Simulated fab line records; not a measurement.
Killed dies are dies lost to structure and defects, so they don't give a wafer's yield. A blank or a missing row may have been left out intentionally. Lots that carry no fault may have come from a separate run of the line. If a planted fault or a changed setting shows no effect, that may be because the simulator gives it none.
Chamber matching ; flow n5 finfet ; 3 sister chambers for N5_BEOL_M0_SAQP_ILD_DEP_01 on pecvd-02
The step deposits SiOC from DEMS/O2, target thk 45.419 nm, time 8.7 s. 6 wafers are shown with their chamber, then 7 later ones without.

== WAFERS PAIRED WITH THEIR CHAMBERS ==
wafer;chamber;throttle valve pct (%);heater power w (W)
L376.6;0;12.1;448
L378.1;1;13.0;437
L378.3;2;11.6;470
L378.4;2;11.6;469
L379.3;0;12.3;507
L379.5;1;12.8;445

== WAFERS WITH NO CHAMBER GIVEN ==
wafer;throttle valve pct (%);heater power w (W)
L379.6;12.4;498
L384.1;13.0;404
L384.5;11.8;471
L387.3;11.4;459
L387.5;11.6;462
L388.4;13.1;425
L388.5;11.8;440

== WHICH CHAMBER EACH ONE RAN IN ==
wafer;from the rows above;in truth
L379.6;0;0
L384.1;1;1
L384.5;can't be placed: 2 or 0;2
L387.3;2;2
L387.5;2;2
L388.4;1;1
L388.5;can't be placed: 2 or 0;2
5 of 7 placed correctly. Unplaceable from these rows: 2, with the true chamber sitting among the candidates in 2. Wrongly placed: 0.
How it was worked out, from the rows above alone: a wafer's distance from a chamber is the root of the sum, over the readings, of the square of ((its reading less the chamber's mean) divided by the reading's scatter). If the next closest chamber is less than 2 further off than the closest, the wafer can't be placed; otherwise it belongs to the closest. Each chamber's mean is taken over the wafers shown for it. The scatter is the square root of a quotient: the sum, over the shown wafers, of each reading's squared deviation from its chamber's mean, divided by wafers minus chambers.
